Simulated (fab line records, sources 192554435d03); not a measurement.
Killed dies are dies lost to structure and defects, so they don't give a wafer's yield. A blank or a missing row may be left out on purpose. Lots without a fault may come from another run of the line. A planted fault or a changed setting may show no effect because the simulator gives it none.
Which tool did it? | flow n5_finfet | 10 lots, 29 wafers sampled, at 1 step of a route of 1938

WHAT THE GAUGES READ, wafer by wafer
N5_HKMG_FIN_OVL_MEAS_13.
lot  | measured    | on         | NWFM_OVL (nm)
L777 | day 4 02:52 | overlay-01 | -0.3 0.0 -0.4
L779 | day 4 15:40 | overlay-02 | -0.6 0.4 0.5
L781 | day 5 04:23 | overlay-01 | -0.3 -0.2 0.5
L782 | day 5 10:10 | overlay-01 | -0.7 -0.4 0.2
L786 | day 6 09:52 | overlay-01 | -0.7 -0.2 -0.2
L795 | day 8 15:50 | overlay-02 | 1.0 0.3 1.1
L796 | day 8 18:09 | overlay-02 | -0.3 -0.6 -1.4
L797 | day 9 05:59 | overlay-02 | -0.9 0.0 -0.1
L798 | day 9 11:23 | overlay-02 | 0.5 -0.2
L799 | day 9 16:53 | overlay-02 | -0.8 -0.3 -0.8

WHICH TOOL RAN EACH LOT (tool, then ch and the chambers of the sampled wafers, then the start)
The record holds no process step before these readings.

THE ANSWER, worked out from the rows above alone
Rule: what is usual is taken from the lots themselves. Put in order of their means at a reading, lots are off if they are a third of the lots or fewer, leave a main group of 4 or more, and stand apart from it by a gap of 3 or more times the standard deviation of the main group's means; of several such gaps the widest counts. A main group whose means are all the same, to the digits that the tables above print for the reading, isn't used. A lot without any number at a reading at which 4 lots or more have one is off too. The other lots that the step has rows for count as sound.
No lot is off at any reading shown: from this, nothing can be told.

WHAT THE SIMULATOR HAD PUT IN
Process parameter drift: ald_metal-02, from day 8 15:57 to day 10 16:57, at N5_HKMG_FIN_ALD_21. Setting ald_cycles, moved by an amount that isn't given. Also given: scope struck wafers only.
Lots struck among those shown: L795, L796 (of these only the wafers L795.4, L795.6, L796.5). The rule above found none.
